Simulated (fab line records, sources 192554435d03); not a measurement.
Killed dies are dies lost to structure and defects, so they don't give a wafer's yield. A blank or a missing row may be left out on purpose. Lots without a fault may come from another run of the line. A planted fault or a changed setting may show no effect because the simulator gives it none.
fab line records | flow n5_finfet
record lots=21 wafers=63 last_day=19
route steps=1938 shown WELL_APT@46 PMOS_HMC_CHANNEL_EPI@73 FIN_SAQP@95
lots that met no fault: from a run of the same line without faults
start_h: hours from the record's first day to the start of the lot's first wafer shown | wait_h: hours since the lot's step before | " the same as in the row above | L1.1+2: a row that stands for several wafers | - no value, or no start given | * or withheld: withheld | < > ~ a bound
route shown NAME@n: a module of which the file shows steps, and the number in the route of the first | usual: mean/standard deviation of fault-free wafers | same: alike in all rows | chamber/n: place in a boat | sites: the reading at each site | _std_site: their standard deviation | _edge_site: outer sites' mean less inner sites' | radius_mm: how far each site lies from the wafer's centre | mask NAME#n: copy n | behind: the tool/chamber that last shaped the wafer | hold: why the lot was held/for how many hours/how that ended | device: the transistor (n, p or np) that didn't switch | end of line: the same wafers' tests at the end of the route | a step without rows: its recipe alone | killed: dies lost to structure and defects at the first sort, not the wafer's yield | map: a wafer's dies, x killed, . not, _ none there
set.NAME: the setting as run; set.NAME@STEP: as run at that earlier step | model.NAME: the simulator's own value behind a step, which no gauge read
steps of the route over a sample of lots; a table a step, a row a wafer
services: from which hour (start_h, from the record's first day; less than 0 if before it) a tool's chamber was out of use, for how many hours, and why
## steps
# step N5_WELL_APT_DESCUM_30
# recipe chemistry=O2 time_s=7.9 source_power_w=50 bias_power_w=20 pressure_mtorr=20 rf_frequency_hz=2.712e+07 temp_c=40 o2_flow_sccm=225
# usual drypump_motor_current_A=5.9/0.41 oes_product_au=0.79/0.091 rf_vpp_V=243.1/1.5 showerhead_plenum_p_Torr=2.08/0.084 throttle_valve_pct=20.44/0.2
# columns lot.wafer tool chamber start_h wait_h drypump_motor_current_A oes_product_au rf_hours_counter_h rf_vpp_V showerhead_plenum_p_Torr throttle_valve_pct
L074.1 rie_diel-03 2 15.13 0.0 5.1 0.77 129 243.7 2.10 20.26
L074.3 " 0 " " 5.7 0.75 174 241.7 2.00 20.52
L074.5 " 2 " " 5.1 0.77 - 244.0 2.10 20.29
L075.2 rie_diel-02 3 21.41 0.0 6.4 0.72 239 243.9 2.14 20.56
L075.4 " 2 " " 6.0 0.86 66 244.7 2.22 20.23
L075.5 " 2 " " 6.0 0.87 - 245.2 2.22 20.22
L077.2 rie_diel-03 2 33.17 0.1 5.1 0.77 137 242.5 2.09 20.27
L077.4 " 2 " " 5.1 0.76 - 243.9 2.09 20.30
L077.5 " 0 " " 5.7 0.73 - 241.9 2.00 20.53
L078.1 rie_diel-02 2 39.21 0.1 6.0 0.86 72 246.0 2.22 20.22
L078.3 " 0 " " 6.4 0.79 123 241.5 2.02 20.48
L078.5 " 3 " " 6.3 0.71 - 244.3 2.14 20.59
L079.1 rie_diel-02 3 45.35 0.0 6.4 0.70 248 244.5 2.14 20.58
L079.2 " 1 " " 6.2 0.70 219 240.8 1.99 20.53
L079.6 " 0 " " 6.4 0.77 - 242.0 2.02 20.49
L080.2 rie_diel-02 2 51.05 0.1 6.0 0.84 76 245.4 2.21 20.22
L080.3 " 1 " " 6.2 0.70 221 242.4 1.99 20.54
L080.4 " 3 " " 6.4 0.69 250 242.8 2.14 20.58
L081.2 rie_diel-04 0 57.03 0.0 6.3 0.69 241 243.5 2.08 20.60
L081.3 " 2 " " 6.3 0.74 171 241.3 2.00 20.81
L081.5 " 2 " " 6.3 0.73 - 241.1 2.00 20.82
L082.2 rie_diel-02 2 63.28 0.2 6.0 0.84 81 245.3 2.21 20.25
L082.3 " 1 " " 6.2 0.70 227 240.8 1.99 20.54
L082.4 " 2 " " 6.0 0.84 - 245.1 2.21 20.23
L083.1 rie_diel-03 1 69.30 0.0 5.9 0.95 11 244.1 2.14 20.50
L083.2 " 0 " " 5.7 0.73 199 241.4 1.99 20.58
L083.4 " 2 " " 5.1 0.74 - 244.8 2.09 20.31
L084.1 rie_diel-04 1 75.18 0.0 6.3 0.94 18 242.6 2.13 20.28
L084.2 " 2 " " 6.3 0.73 177 241.8 2.00 20.83
L084.4 " 0 " " 6.3 0.68 248 242.9 2.08 20.62
L085.2 rie_diel-02 2 80.98 0.1 6.0 0.83 87 245.5 2.21 20.25
L085.4 " 3 " " 6.3 0.98 6 244.3 2.13 20.31
L085.6 " 1 " " 6.2 0.69 - 241.8 1.98 20.56
L086.3 rie_diel-03 1 88.00 0.0 5.9 0.93 17 243.7 2.13 20.54
L086.4 " 2 " " 5.1 0.73 162 241.1 2.08 20.32
L086.5 " 1 " " 5.9 0.93 - 244.2 2.13 20.53
L087.1 rie_diel-02 1 95.55 0.1 6.2 0.69 237 241.4 1.98 20.57
L087.2 " 3 " " 6.4 0.96 10 242.4 2.13 20.33
L087.3 " 2 " " 6.0 0.83 92 246.0 2.21 20.24
L089.3 rie_diel-03 1 105.17 0.0 5.9 0.91 24 244.7 2.13 20.55
L089.5 " 0 " " 5.7 0.71 - 241.5 1.99 20.57
L089.6 " 1 " " 5.9 0.90 - 243.6 2.13 20.56
L090.1 rie_diel-02 0 111.07 0.0 6.3 0.75 151 241.4 2.01 20.52
L090.3 " 1 " " 6.2 0.69 243 241.1 1.98 20.57
L090.6 " 1 " " 6.2 0.69 - 242.4 1.98 20.57
L091.1 rie_diel-02 1 117.15 0.0 6.2 0.69 245 241.2 1.98 20.57
L091.2 " 0 " " 6.4 0.75 152 242.8 2.01 20.51
L091.3 " 2 " " 6.0 0.82 100 246.0 2.21 20.25
L093.2 rie_diel-03 2 129.01 0.1 5.1 0.73 175 243.4 2.08 20.34
L093.3 " 0 " " 5.7 0.71 216 242.0 1.98 20.59
L093.6 " 1 " " 5.9 0.90 - 244.5 2.13 20.55
L094.3 rie_diel-02 2 136.17 0.8 6.0 0.81 107 245.3 2.20 20.28
L094.4 " 0 " " 6.4 0.74 - 242.3 2.00 20.54
L094.5 " 3 " " 6.4 0.92 - 243.1 2.13 20.34
L095.2 rie_diel-04 1 141.20 0.0 6.3 0.90 41 243.5 2.12 20.31
L095.5 " 3 " " 5.3 0.89 - 243.8 2.05 20.10
L095.6 " 2 " " 6.3 0.71 - 242.1 1.99 20.87
L096.1 rie_diel-03 3 146.89 0.0 5.4 0.86 28 245.4 2.22 20.10
L096.4 " 2 " " 5.1 0.72 180 241.7 2.08 20.34
L096.5 " 0 " " 5.7 0.71 - 239.4 1.98 20.58
L097.1 rie_diel-03 3 154.17 0.6 5.4 0.86 31 245.2 2.22 20.10
L097.3 " 0 " " 5.6 0.71 224 242.2 1.98 20.61
L097.6 " 0 " " 5.7 0.71 - 240.7 1.98 20.60
# step N5_WELL_APT_RTA_34
# recipe temp_c=1000 time_s=10 ambient=N2 idle_temp_c=600 ramp_up_c_per_s=150 ramp_down_c_per_s=60 cool_to_c=600
# usual lamp_power_pct=13.00/0.052 lamp_zone_2_pct=12.995/0.029 lamp_zone_3_pct=12.995/0.029 lamp_zone_4_pct=12.998/0.026 lamp_zone_6_pct=12.922/0.029 lamp_zone_7_pct=13.423/0.027 wafer_temp_C_max=1003.6/0.99
# columns lot.wafer tool chamber start_h wait_h lamp_power_pct lamp_zone_2_pct lamp_zone_3_pct lamp_zone_4_pct lamp_zone_6_pct lamp_zone_7_pct wafer_temp_C_max
L074.1 rtp_anneal-02 0 16.04 0.2 12.86 12.984 12.993 12.948 12.918 13.412 1004.0
L074.3 " 0 " " 13.03 12.972 12.999 13.000 12.893 13.406 1005.2
L074.5 " 0 " " 13.06 12.949 13.036 13.017 12.972 13.420 1005.3
L075.2 rtp_anneal-02 0 22.20 0.1 13.04 13.058 12.970 13.003 12.925 13.455 1002.5
L075.4 " 0 " " 12.95 12.971 13.019 13.008 12.907 13.408 1002.9
L075.5 " 0 " " 12.94 12.985 13.021 13.040 12.894 13.378 1005.8
L077.2 rtp_anneal-01 0 33.95 0.0 13.01 13.035 12.949 13.028 12.926 13.452 1002.4
L077.4 " 0 " " 12.93 13.070 12.966 12.991 12.963 13.405 1003.6
L077.5 " 0 " " 12.95 12.983 12.967 12.989 12.950 13.414 1003.8
L078.1 rtp_anneal-01 0 40.16 0.2 13.02 13.006 12.965 12.971 12.959 13.447 1004.0
L078.3 " 0 " " 13.06 12.980 12.970 13.010 12.909 13.423 1003.3
L078.5 " 0 " " 13.07 13.031 12.988 13.028 12.942 13.399 1002.1
L079.1 rtp_anneal-01 0 46.18 0.1 12.94 13.040 13.017 12.963 12.928 13.468 1003.7
L079.2 " 0 " " 13.03 12.997 13.035 12.983 12.924 13.407 1004.0
L079.6 " 0 " " 12.96 12.998 12.988 13.013 12.903 13.409 1003.1
L080.2 rtp_anneal-02 0 51.90 0.1 12.99 13.044 12.962 12.972 12.926 13.459 1002.7
L080.3 " 0 " " 12.99 12.986 12.959 13.008 12.905 13.372 1002.3
L080.4 " 0 " " 12.91 12.994 12.972 13.023 12.948 13.416 1004.0
L081.2 rtp_anneal-01 0 58.02 0.2 13.07 13.015 13.034 13.020 12.898 13.444 1001.6
L081.3 " 0 " " 12.92 13.000 13.043 12.974 12.939 13.457 1004.2
L081.5 " 0 " " 12.98 12.938 12.950 12.979 12.946 13.397 1003.6
L082.2 rtp_anneal-02 0 64.07 0.0 12.96 12.956 13.000 13.000 12.915 13.398 1004.8
L082.3 " 0 " " 12.99 12.951 13.018 12.978 12.888 13.467 1004.8
L082.4 " 0 " " 12.96 13.002 12.986 13.012 12.903 13.394 1004.9
L083.1 rtp_anneal-02 0 70.07 0.0 13.12 12.986 13.025 12.972 12.874 13.403 1004.0
L083.2 " 0 " " 12.98 12.936 12.947 13.007 12.918 13.428 1004.1
L083.4 " 0 " " 13.11 13.014 13.037 12.979 12.903 13.456 1004.6
L084.1 rtp_anneal-02 0 76.16 0.2 13.03 12.935 12.997 12.995 12.912 13.433 1001.7
L084.2 " 0 " " 13.05 13.024 13.004 12.979 12.905 13.485 1004.2
L084.4 " 0 " " 12.90 12.928 12.990 13.026 12.879 13.445 1003.5
L085.2 rtp_anneal-01 0 81.91 0.2 13.00 13.012 13.008 13.045 12.876 13.425 1002.8
L085.4 " 0 " " 12.93 13.011 12.989 13.041 12.931 13.413 1002.1
L085.6 " 0 " " 12.99 13.006 12.976 13.032 12.849 13.450 1004.0
L086.3 rtp_anneal-01 0 88.80 0.1 13.03 13.033 12.977 13.017 12.926 13.405 1004.0
L086.4 " 0 " " 12.99 12.980 12.973 12.996 12.926 13.455 1002.5
L086.5 " 0 " " 13.07 13.043 13.024 12.985 12.951 13.444 1002.9
L087.1 rtp_anneal-01 0 96.33 0.0 12.95 12.976 12.976 12.990 12.887 13.415 1004.5
L087.2 " 0 " " 13.03 13.005 13.023 12.977 12.906 13.411 1002.4
L087.3 " 0 " " 13.02 13.022 12.997 12.993 12.952 13.438 1003.8
L089.3 rtp_anneal-02 0 106.17 0.2 13.02 12.977 13.069 12.976 12.914 13.435 1003.7
L089.5 " 0 " " 12.99 13.002 13.004 12.987 12.927 13.389 1004.3
L089.6 " 0 " " 12.98 12.950 12.962 12.991 12.974 13.417 1002.4
L090.1 rtp_anneal-02 0 111.83 0.0 13.04 13.001 12.980 13.033 12.928 13.457 1002.7
L090.3 " 0 " " 12.99 12.980 13.027 12.964 12.928 13.423 1004.3
L090.6 " 0 " " 12.99 13.007 13.036 12.955 12.922 13.445 1002.7
L091.1 rtp_anneal-02 0 117.92 0.0 12.96 12.977 13.073 12.956 12.943 13.437 1002.8
L091.2 " 0 " " 13.04 12.995 12.973 12.977 12.935 13.427 1003.0
L091.3 " 0 " " 13.08 12.991 13.039 13.022 12.902 13.435 1002.0
L093.2 rtp_anneal-02 0 130.21 0.4 12.98 12.998 12.995 13.012 12.913 13.443 1003.8
L093.3 " 0 " " 13.00 12.957 12.963 12.991 13.003 13.425 1003.8
L093.6 " 0 " " 12.97 13.044 12.999 12.986 12.918 13.470 1002.3
L094.3 rtp_anneal-02 0 136.97 0.1 12.96 12.984 13.013 13.025 12.939 13.485 1003.9
L094.4 " 0 " " 13.08 12.959 13.022 13.039 12.949 13.397 1003.2
L094.5 " 0 " " 12.98 12.970 12.979 12.989 12.925 13.408 1002.8
L095.2 rtp_anneal-01 0 142.00 0.0 13.07 13.020 13.005 12.969 12.930 13.353 1004.4
L095.5 " 0 " " 13.07 13.015 12.946 13.021 12.932 13.355 1002.6
L095.6 " 0 " " 12.90 12.994 12.982 12.994 12.903 13.386 1004.7
L096.1 rtp_anneal-01 0 147.72 0.1 13.05 13.023 13.012 13.024 12.963 13.402 1006.1
L096.4 " 0 " " 12.99 12.994 12.972 12.972 12.874 13.440 1003.6
L096.5 " 0 " " 13.02 12.929 12.983 13.020 12.920 13.408 1003.1
L097.1 rtp_anneal-01 0 154.94 0.0 12.95 12.981 12.960 12.985 12.917 13.424 1003.5
L097.3 " 0 " " 13.00 12.985 12.988 12.953 12.901 13.393 1003.6
L097.6 " 0 " " 12.94 12.982 12.995 12.988 12.896 13.361 1004.5
# step N5_PMOS_HMC_CHANNEL_EPI_ETCH_38
# recipe chemistry=CF4 target=SiO2 target_depth_a=15 ion_energy_ev=350 pressure_mtorr=10 icp_w=800 bias_w=400 cf4_flow_sccm=80
# usual cf4_flow_sccm=80.00/0.23 drypump_motor_current_A=5.6/0.6 oes_product_au=1.005/0.015 throttle_valve_pct=21.8/0.33
# columns lot.wafer tool chamber start_h wait_h cf4_flow_sccm drypump_motor_current_A oes_product_au rf_hours_counter_h throttle_valve_pct
L074.1 rie_si-03 0 18.13 0.0 79.89 4.9 0.991 89 22.0
L074.3 " 2 " " 80.08 5.9 1.014 187 21.9
L074.5 " 2 " " 80.06 5.9 1.021 - 21.9
L075.2 rie_si-03 2 24.35 0.0 79.90 5.9 1.016 188 21.9
L075.4 " 0 " " 79.91 4.9 0.982 89 22.0
L075.5 " 3 " " 79.75 6.7 0.980 - 21.9
L077.2 rie_si-05 1 36.26 0.0 80.04 5.4 1.031 41 21.8
L077.4 " 2 " " 80.06 6.4 1.021 2 22.1
L077.5 " 2 " " 80.15 6.4 1.016 - 22.1
L078.1 rie_si-04 0 42.03 0.0 79.59 4.6 0.992 79 21.4
L078.3 " 2 " " 80.03 5.5 1.024 6 22.1
L078.5 " 0 " " 79.45 4.6 0.996 - 21.4
L079.1 rie_si-04 2 48.03 0.0 80.54 5.5 1.011 6 22.1
L079.2 " 0 " " 79.72 4.7 0.984 79 21.4
L079.6 " 1 " " 80.48 6.0 0.999 - 21.6
L080.2 rie_si-04 1 54.02 0.0 79.74 6.0 0.995 8 21.6
L080.3 " 2 " " 80.00 5.5 1.011 6 22.1
L080.4 " 2 " " 80.11 5.6 1.011 - 22.1
L081.2 rie_si-05 2 60.03 0.0 79.89 6.4 1.010 3 22.1
L081.3 " 3 " " 80.08 5.1 1.000 115 22.4
L081.5 " 2 " " 79.85 6.4 1.006 - 22.1
L082.2 rie_si-04 0 65.76 0.0 79.84 4.6 0.987 79 21.4
L082.3 " 2 " " 79.58 5.5 1.026 7 22.1
L082.4 " 0 " " 79.74 4.7 0.984 - 21.4
L083.1 rie_si-05 2 71.91 0.0 79.86 6.3 1.011 3 22.1
L083.2 " 1 " " 80.03 5.4 1.024 42 21.8
L083.4 " 3 " " 80.05 5.1 1.010 116 22.4
L084.1 rie_si-03 0 78.01 0.0 80.02 4.9 0.984 90 22.0
L084.2 " 2 " " 79.89 5.9 1.025 189 21.9
L084.4 " 1 " " 80.15 5.3 1.015 19 21.6
L085.2 rie_si-03 2 84.37 0.0 79.93 5.9 1.023 189 21.9
L085.4 " 3 " " 80.25 6.7 0.986 98 21.9
L085.6 " 1 " " 80.11 5.3 1.004 - 21.6
L086.3 rie_si-04 2 91.70 0.0 79.97 5.5 1.007 - 22.1
L086.4 " 1 " " 80.07 6.0 1.002 - 21.6
L086.5 " 1 " " 80.10 6.0 0.983 - 21.6
L087.1 rie_si-05 2 98.05 0.0 80.35 6.4 1.015 4 22.1
L087.2 " 0 " " 80.24 5.5 1.006 32 21.4
L087.3 " 3 " " 80.42 5.1 1.030 116 22.4
L089.3 rie_si-03 1 107.97 0.0 80.13 5.3 0.996 19 21.6
L089.5 " 1 " " 80.17 5.3 0.995 - 21.6
L089.6 " 2 " " 79.32 5.9 1.012 - 21.9
L090.1 rie_si-04 0 113.77 0.0 79.78 4.6 0.988 80 21.4
L090.3 " 2 " " 79.80 5.6 1.013 8 22.1
L090.6 " 3 " " 80.38 6.3 0.995 - 21.2
L091.1 rie_si-04 0 119.76 0.0 80.44 4.6 0.979 80 21.4
L091.2 " 2 " " 79.73 5.5 1.013 8 22.1
L091.3 " 1 " " 80.09 6.0 0.992 9 21.6
L093.2 rie_si-04 1 132.71 0.0 80.15 6.0 1.003 9 21.6
L093.3 " 3 " " 79.80 6.2 1.001 74 21.2
L093.6 " 1 " " 79.76 6.0 1.008 - 21.6
L094.3 rie_si-05 0 139.03 0.0 79.68 5.5 1.010 33 21.4
L094.4 " 3 " " 79.93 5.1 1.007 117 22.4
L094.5 " 2 " " 80.11 6.4 1.007 - 22.1
L095.2 rie_si-05 2 143.84 0.0 79.71 6.4 1.012 5 22.1
L095.5 " 3 " " 79.50 5.1 1.024 - 22.4
L095.6 " 2 " " 79.83 6.4 1.010 - 22.1
L096.1 rie_si-04 0 149.46 0.0 80.24 4.6 0.982 81 21.4
L096.4 " 3 " " 79.87 6.2 0.993 74 21.2
L096.5 " 0 " " 80.52 4.6 0.996 - 21.4
L097.1 rie_si-05 1 157.05 0.0 79.99 5.4 1.037 43 21.8
L097.3 " 3 " " 79.89 5.1 1.013 117 22.5
L097.6 " 1 " " 80.13 5.4 1.029 - 21.8
# step N5_FIN_SAQP_DENSIFY_62
# recipe temp_c=700 time_s=60 ambient=N2 idle_temp_c=600 ramp_up_c_per_s=150 ramp_down_c_per_s=60 cool_to_c=600
# usual lamp_power_pct=9.84/0.055 lamp_zone_2_pct=9.846/0.0095 lamp_zone_3_pct=9.847/0.0096 lamp_zone_4_pct=9.839/0.0099 lamp_zone_6_pct=9.770/0.0096 lamp_zone_7_pct=10.266/0.01 wafer_temp_C_max=703.4/0.67
# columns lot.wafer tool chamber start_h wait_h lamp_power_pct lamp_zone_2_pct lamp_zone_3_pct lamp_zone_4_pct lamp_zone_6_pct lamp_zone_7_pct wafer_temp_C_max
L074.1 rtp_anneal-02 0 21.64 0.3 9.83 9.833 9.850 9.848 9.759 10.276 703.3
L074.3 " 0 " " 9.86 9.827 9.845 9.835 9.770 10.251 703.2
L074.5 " 0 " " 9.83 9.852 9.843 9.836 9.761 10.261 704.0
L075.2 rtp_anneal-01 0 29.30 0.3 9.90 9.851 9.853 9.843 9.763 10.262 703.3
L075.4 " 0 " " 9.85 9.832 9.840 9.838 9.765 10.246 703.8
L075.5 " 0 " " 9.91 9.844 9.851 9.836 9.758 10.275 702.7
L077.2 rtp_anneal-01 0 39.20 0.4 9.89 9.857 9.857 9.829 9.765 10.277 702.8
L077.4 " 0 " " 9.84 9.854 9.843 9.840 9.770 10.256 703.4
L077.5 " 0 " " 9.81 9.871 9.843 9.848 9.787 10.259 702.5
L078.1 rtp_anneal-01 0 44.67 0.1 9.93 9.846 9.840 9.823 9.761 10.283 703.6
L078.3 " 0 " " 9.86 9.846 9.850 9.845 9.762 10.270 702.4
L078.5 " 0 " " 9.88 9.855 9.851 9.822 9.768 10.278 702.7
L079.1 rtp_anneal-01 0 50.78 0.2 9.81 9.848 9.845 9.828 9.775 10.280 703.1
L079.2 " 0 " " 9.88 9.849 9.839 9.834 9.775 10.262 703.0
L079.6 " 0 " " 9.88 9.848 9.854 9.832 9.768 10.270 703.8
L080.2 rtp_anneal-01 0 56.68 0.1 9.82 9.846 9.852 9.851 9.765 10.256 703.9
L080.3 " 0 " " 9.87 9.852 9.831 9.826 9.767 10.267 703.0
L080.4 " 0 " " 9.88 9.855 9.837 9.847 9.763 10.258 703.0
L081.2 rtp_anneal-01 0 63.47 0.1 9.82 9.844 9.852 9.838 9.776 10.263 703.4
L081.3 " 0 " " 9.70 9.853 9.829 9.840 9.767 10.263 704.6
L081.5 " 0 " " 9.89 9.847 9.839 9.838 9.779 10.267 703.8
L082.2 rtp_anneal-01 0 68.44 0.2 9.97 9.836 9.860 9.823 9.758 10.266 704.3
L082.3 " 0 " " 9.90 9.848 9.834 9.828 9.742 10.258 703.0
L082.4 " 0 " " 9.78 9.847 9.867 9.845 9.766 10.269 703.3
L083.1 rtp_anneal-01 0 74.56 0.1 9.94 9.856 9.845 9.820 9.779 10.271 702.5
L083.2 " 0 " " 9.96 9.850 9.859 9.848 9.765 10.271 703.4
L083.4 " 0 " " 9.83 9.838 9.847 9.852 9.787 10.276 703.4
L084.1 rtp_anneal-01 0 80.98 0.2 9.83 9.850 9.824 9.811 9.772 10.283 703.2
L084.2 " 0 " " 9.98 9.849 9.849 9.851 9.756 10.259 703.4
L084.4 " 0 " " 9.87 9.843 9.861 9.855 9.771 10.267 702.9
L085.2 rtp_anneal-02 0 87.81 0.1 9.98 9.836 9.850 9.830 9.774 10.263 704.7
L085.4 " 0 " " 9.78 9.861 9.838 9.839 9.783 10.264 702.8
L085.6 " 0 " " 9.84 9.832 9.833 9.840 9.794 10.226 704.2
L086.3 rtp_anneal-01 0 95.85 0.5 9.86 9.843 9.819 9.832 9.765 10.262 704.8
L086.4 " 0 " " 9.86 9.842 9.856 9.833 9.774 10.250 702.5
L086.5 " 0 " " 9.86 9.854 9.837 9.834 9.767 10.247 703.3
L087.1 rtp_anneal-01 0 100.78 0.1 9.84 9.843 9.853 9.838 9.763 10.272 703.3
L087.2 " 0 " " 9.84 9.845 9.842 9.840 9.768 10.257 704.8
L087.3 " 0 " " 9.75 9.840 9.866 9.846 9.759 10.267 702.4
L089.3 rtp_anneal-01 0 110.67 0.2 9.85 9.861 9.846 9.833 9.756 10.258 704.1
L089.5 " 0 " " 9.84 9.842 9.831 9.851 9.765 10.283 702.7
L089.6 " 0 " " 9.77 9.843 9.844 9.831 9.765 10.261 703.9
L090.1 rtp_anneal-01 0 116.95 0.3 9.84 9.849 9.844 9.828 9.786 10.264 702.8
L090.3 " 0 " " 9.88 9.851 9.862 9.836 9.760 10.273 703.9
L090.6 " 0 " " 9.91 9.845 9.843 9.846 9.772 10.254 703.5
L091.1 rtp_anneal-02 0 122.39 0.1 9.82 9.848 9.853 9.824 9.768 10.269 704.3
L091.2 " 0 " " 9.77 9.860 9.841 9.848 9.782 10.283 703.3
L091.3 " 0 " " 9.81 9.848 9.838 9.829 9.777 10.237 703.6
L093.2 rtp_anneal-01 0 135.72 0.1 9.82 9.847 9.844 9.832 9.764 10.265 702.9
L093.3 " 0 " " 9.86 9.817 9.838 9.841 9.763 10.270 702.3
L093.6 " 0 " " 9.83 9.854 9.840 9.847 9.763 10.258 702.5
L094.3 rtp_anneal-01 0 142.31 0.2 9.86 9.850 9.841 9.839 9.761 10.266 703.2
L094.4 " 0 " " 9.89 9.852 9.846 9.832 9.767 10.267 702.2
L094.5 " 0 " " 9.83 9.845 9.833 9.856 9.762 10.271 702.1
L095.2 rtp_anneal-02 0 146.71 0.1 9.88 9.851 9.838 9.838 9.784 10.268 702.9
L095.5 " 0 " " 9.87 9.852 9.860 9.846 9.767 10.266 702.7
L095.6 " 0 " " 9.83 9.846 9.843 9.836 9.750 10.273 703.4
L096.1 rtp_anneal-01 0 152.34 0.1 9.82 9.859 9.853 9.830 9.762 10.276 702.9
L096.4 " 0 " " 9.80 9.857 9.853 9.847 9.767 10.261 703.9
L096.5 " 0 " " 9.76 9.841 9.841 9.824 9.762 10.263 703.2
L097.1 rtp_anneal-02 0 159.96 0.1 9.84 9.842 9.839 9.823 9.768 10.273 702.6
L097.3 " 0 " " 9.83 9.831 9.849 9.836 9.776 10.268 702.7
L097.6 " 0 " " 9.81 9.835 9.833 9.846 9.769 10.267 703.0
# step N5_FIN_SAQP_THK_MEAS_07
# usual thk_nm=60.2/0.9
# columns lot.wafer tool chamber start_h wait_h thk_nm
L074.1 film_metro-02 - 22.15 0.1 58.3
L074.3 " - " " 59.0
L074.5 " - " " 59.1
L075.2 film_metro-02 - 29.78 0.1 60.1
L075.4 " - " " 61.5
L075.5 " - " " 61.0
L077.2 film_metro-01 - 39.68 0.1 58.8
L077.4 " - " " 59.4
L077.5 " - " " 60.2
L078.1 film_metro-02 - 45.17 0.1 58.7
L078.3 " - " " 59.0
L078.5 " - " " 60.0
L079.1 film_metro-01 - 51.29 0.1 60.2
L079.2 " - " " 59.4
L079.6 " - " " 59.6
L080.2 film_metro-01 - 57.16 0.1 59.0
L080.3 " - " " 60.1
L080.4 " - " " 61.7
L081.2 film_metro-02 - 63.95 0.1 59.3
L081.3 " - " " 59.5
L081.5 " - " " 59.5
L082.2 film_metro-02 - 68.92 0.1 59.7
L082.3 " - " " 59.0
L082.4 " - " " 61.4
L083.1 film_metro-02 - 75.07 0.1 59.9
L083.2 " - " " 60.5
L083.4 " - " " 61.6
L084.1 film_metro-01 - 81.78 0.3 58.9
L084.2 " - " " 59.2
L084.4 " - " " 59.8
L085.2 film_metro-01 - 88.29 0.1 57.9
L085.4 " - " " 59.1
L085.6 " - " " 59.7
L086.3 film_metro-01 - 96.30 0.1 59.4
L086.4 " - " " 59.7
L086.5 " - " " 61.6
L087.1 film_metro-01 - 101.29 0.1 60.3
L087.2 " - " " 60.2
L087.3 " - " " 59.2
L089.3 film_metro-01 - 111.12 0.1 60.1
L089.5 " - " " 60.2
L089.6 " - " " 61.4
L090.1 film_metro-02 - 117.47 0.1 59.3
L090.3 " - " " 60.7
L090.6 " - " " 62.1
L091.1 film_metro-01 - 122.90 0.1 59.9
L091.2 " - " " 59.7
L091.3 " - " " 60.3
L093.2 film_metro-01 - 136.20 0.1 60.7
L093.3 " - " " 58.8
L093.6 " - " " 60.5
L094.3 film_metro-01 - 142.76 0.1 60.7
L094.4 " - " " 60.5
L094.5 " - " " 60.4
L095.2 film_metro-01 - 147.22 0.1 60.5
L095.5 " - " " 61.8
L095.6 " - " " 61.4
L096.1 film_metro-02 - 152.85 0.1 60.8
L096.4 " - " " 61.3
L096.5 " - " " 60.9
L097.1 film_metro-01 - 160.50 0.1 59.8
L097.3 " - " " 60.5
L097.6 " - " " 60.5
# step N5_FIN_SAQP_RECESS_71
# recipe chemistry=HF/NH3 target=SiO2 target_depth_a=30 afs_cycles=1 temp_c=30 sublimation_temp_c=180 sublimation_time_s=60
# usual drypump_motor_current_A=5.9/0.62
# columns lot.wafer tool chamber start_h wait_h drypump_motor_current_A
L074.1 vapor_etch-01 1 25.80 0.0 6.1
L074.3 " 0 " " 6.1
L074.5 " 1 " " 6.1
L075.2 vapor_etch-01 0 33.91 0.0 6.1
L075.4 " 0 " " 6.1
L075.5 " 0 " " 6.1
L077.2 vapor_etch-02 1 43.10 0.0 6.6
L077.4 " 0 " " 5.1
L077.5 " 1 " " 6.6
L078.1 vapor_etch-02 1 48.53 0.0 6.6
L078.3 " 0 " " 5.1
L078.5 " 1 " " 6.6
L079.1 vapor_etch-02 0 55.12 0.0 5.1
L079.2 " 1 " " 6.6
L079.6 " 0 " " 5.1
L080.2 vapor_etch-02 0 60.90 0.0 5.1
L080.3 " 0 " " 5.1
L080.4 " 1 " " 6.6
L081.2 vapor_etch-02 0 68.05 0.0 5.1
L081.3 " 1 " " 6.6
L081.5 " 1 " " 6.6
L082.2 vapor_etch-01 0 72.46 0.0 6.1
L082.3 " 0 " " 6.1
L082.4 " 1 " " 6.1
L083.1 vapor_etch-02 0 79.21 0.0 5.1
L083.2 " 1 " " 6.6
L083.4 " 1 " " 6.6
L084.1 vapor_etch-01 1 85.36 0.0 6.1
L084.2 " 0 " " 6.1
L084.4 " 1 " " 6.1
L085.2 vapor_etch-02 1 92.34 0.0 6.6
L085.4 " 1 " " 6.6
L085.6 " 0 " " 5.1
L086.3 vapor_etch-02 0 101.26 0.1 5.1
L086.4 " 0 " " 5.1
L086.5 " 0 " " 5.1
L087.1 vapor_etch-01 0 105.11 0.0 6.1
L087.2 " 1 " " 6.1
L087.3 " 0 " " 6.1
L089.3 vapor_etch-02 0 115.23 0.4 5.1
L089.5 " 1 " " 6.6
L089.6 " 0 " " 5.1
L090.1 vapor_etch-02 0 121.15 0.0 5.1
L090.3 " 1 " " 6.6
L090.6 " 0 " " 5.1
L091.1 vapor_etch-01 0 126.77 0.0 6.1
L091.2 " 1 " " 6.1
L091.3 " 1 " " 6.1
L093.2 vapor_etch-02 1 139.92 0.0 6.6
L093.3 " 0 " " 5.1
L093.6 " 1 " " 6.6
L094.3 vapor_etch-01 1 146.38 0.1 6.1
L094.4 " 0 " " 6.1
L094.5 " 0 " " 6.1
L095.2 vapor_etch-02 0 152.25 0.0 5.1
L095.5 " 0 " " 5.1
L095.6 " 1 " " 6.6
L096.1 vapor_etch-01 0 157.17 0.0 6.1
L096.4 " 0 " " 6.1
L096.5 " 0 " " 6.1
L097.1 vapor_etch-02 0 168.22 0.1 5.1
L097.3 " 1 " " 6.6
L097.6 " 0 " " 5.1
## services
# columns tool chamber start_h hours kind
rie_si-05 0 -7.09 12.5 repair
rtp_anneal-02 - 7.12 3.3 pm
rie_diel-04 - 12.86 0.4 repair
rie_si-05 2 23.97 1.3 repair
rie_diel-04 - 24.08 0.3 repair
rie_si-04 2 28.68 1.0 repair
rie_si-04 0 37.80 2.8 repair
vapor_etch-01 - 45.21 0.3 repair
rie_diel-03 1 50.89 8.8 repair
rie_diel-02 3 52.36 - clean
rie_diel-02 3 52.36 - consumable_replace:focus_ring
rie_si-05 1 61.31 6.5 repair
rie_si-04 - 76.99 0.3 repair
rie_si-04 0 82.15 13.6 repair
vapor_etch-02 1 95.42 14.7 repair
rie_diel-04 1 98.25 7.9 repair
rie_diel-04 - 101.94 0.2 repair
rie_diel-03 2 103.38 6.4 repair
rie_diel-03 0 107.48 11.9 repair
rie_diel-04 0 111.02 1.2 repair
rie_si-03 0 125.66 9.2 repair
rie_si-03 - 129.77 0.4 repair
rie_diel-02 1 132.22 - clean
rie_diel-02 1 162.01 21.4 repair
## key
fault none
